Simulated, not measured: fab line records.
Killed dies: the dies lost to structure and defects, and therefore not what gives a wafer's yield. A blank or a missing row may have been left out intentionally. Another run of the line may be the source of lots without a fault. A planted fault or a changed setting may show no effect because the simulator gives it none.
Chamber matching -- flow n5-finfet -- N5_SDB_ETCH_17 on rie-diel-02: 4 sister chambers
The step etches SiARC in CF4, target depth 23.4 nm, time 39 s. 14 wafers are shown with their chamber, then 7 later ones without.

WAFERS WITH THEIR CHAMBER
wafer,chamber,showerhead-plenum-p-Torr (Torr),oes-product-au (a.u.),throttle-valve-pct (%)
L082.1,3,2.06,0.67,15.71
L082.3,1,2.23,0.65,15.58
L082.6,2,2.25,0.71,15.61
L084.4,2,2.25,0.71,15.61
L084.5,2,2.25,0.71,15.61
L084.6,1,2.23,0.64,15.59
L085.1,1,2.23,0.64,15.60
L085.2,3,2.06,0.68,15.74
L085.6,2,2.25,0.71,15.61
L086.3,2,2.25,0.69,15.60
L086.5,1,2.23,0.64,15.59
L086.6,2,2.25,0.70,15.61
L094.1,0,2.05,0.60,15.61
L094.5,1,2.22,0.64,15.63

SIGNATURES (averages over the wafers above)
reading,chamber 0,chamber 1,chamber 2,chamber 3,scatter within a chamber
showerhead-plenum-p-Torr,2.0500,2.2280,2.2500,2.0600,0.00283
oes-product-au,0.6000,0.6420,0.7050,0.6750,0.00693
throttle-valve-pct,15.6100,15.5980,15.6083,15.7250,0.0142
Rule: distance of a wafer from a chamber = root of the sum over the readings of ((wafer's reading minus chamber's mean) / reading's scatter) squared. If the next closest chamber is less than 2 further off than the closest, the wafer can't be placed; otherwise it belongs to the closest. The scatter is the square root of a quotient: the sum, over the shown wafers, of each reading's squared deviation from its chamber's mean, divided by wafers minus chambers.

WAFERS WITH NO CHAMBER GIVEN
wafer,showerhead-plenum-p-Torr (Torr),oes-product-au (a.u.),throttle-valve-pct (%)
L094.6,2.05,0.62,15.62
L095.4,2.06,0.65,15.76
L095.5,2.22,0.64,15.64
L095.6,2.24,0.69,15.65
L097.3,2.05,0.64,15.78
L097.4,2.05,0.60,15.62
L097.5,2.05,0.65,15.79

EACH ONE'S CHAMBER
wafer,from the rows above,in truth
L094.6,0,0
L095.4,3,3
L095.5,1,1
L095.6,2,2
L097.3,3,3
L097.4,0,0
L097.5,3,3
Placed correctly: 7 of 7. From these rows, 0 cannot be placed. 0 placed wrongly.
